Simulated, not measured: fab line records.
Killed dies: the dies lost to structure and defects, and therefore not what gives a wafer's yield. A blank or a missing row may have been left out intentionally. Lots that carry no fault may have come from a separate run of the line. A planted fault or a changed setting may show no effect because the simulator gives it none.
What tool caused it?    flow nand-harc    7 lots, 21 wafers sampled, at 2 steps of a route of 1302

== WHAT THE GAUGES READ, wafer by wafer ==
NHARC_A_ONON_D2_THK_MEAS_24: measures by ellipsometry.
lot   measured      on             thk-nm (nm)
L375  day 13 03:23  film-metro-02  988 987 988
L378  day 14 02:44  film-metro-02  1014 1013 1013
L381  day 15 08:28  film-metro-01  984 984 986
L387  day 18 05:34  film-metro-02  617 616 617
L394  day 20 16:04  film-metro-01  1004 1006 1005
L396  day 21 19:52  film-metro-01  997 997 997
L398  day 22 15:05  film-metro-02  1015 1016 1014

== WHICH TOOL RAN EACH LOT (tool, then ch and the chambers of the sampled wafers, then the start) ==
lot   NHARC_A_ONON_D2_DEP_22
L375  pecvd-onon-02 ch 0, day 13 02:52
L378  pecvd-onon-02 ch 0, day 14 02:17
L381  pecvd-onon-02 ch 0, day 15 08:05
L387  pecvd-onon-01 ch 0, day 18 05:06
L394  pecvd-onon-04 ch 0, day 20 15:37
L396  pecvd-onon-02 ch 0, day 21 19:21
L398  pecvd-onon-01 ch 0, day 22 14:38
- NHARC_A_ONON_D2_DEP_22: target thk 1000 nm.

== THE ANSWER, worked out from the rows above alone ==
Rule: usual is defined by the lots themselves. The widest of any qualifying gaps counts: lots, ordered by their means at a reading, are off when they make up no more than a third of the lots, leave a main group of 4 or more, and stand apart from it by 3 or more times the standard deviation of that group's means. The tables above print the reading to a certain number of digits; a main group whose means all agree to those digits is not used. Also off: a lot with no number at a reading for which 4 or more lots have one. The other lots that the step has rows for count as sound.
Off: L387 (NHARC_A_ONON_D2_THK_MEAS_24, thk-nm). The main group: mean 1000 nm, standard deviation 12.
A tool fits if, at a process step before that reading, it ran every lot that is off, and no sound lot after the first of them. Those tools and the gauges at NHARC_A_ONON_D2_THK_MEAS_24 are tried in the same way. None of those tried fits.

== WHAT THE SIMULATOR HAD INSERTED ==
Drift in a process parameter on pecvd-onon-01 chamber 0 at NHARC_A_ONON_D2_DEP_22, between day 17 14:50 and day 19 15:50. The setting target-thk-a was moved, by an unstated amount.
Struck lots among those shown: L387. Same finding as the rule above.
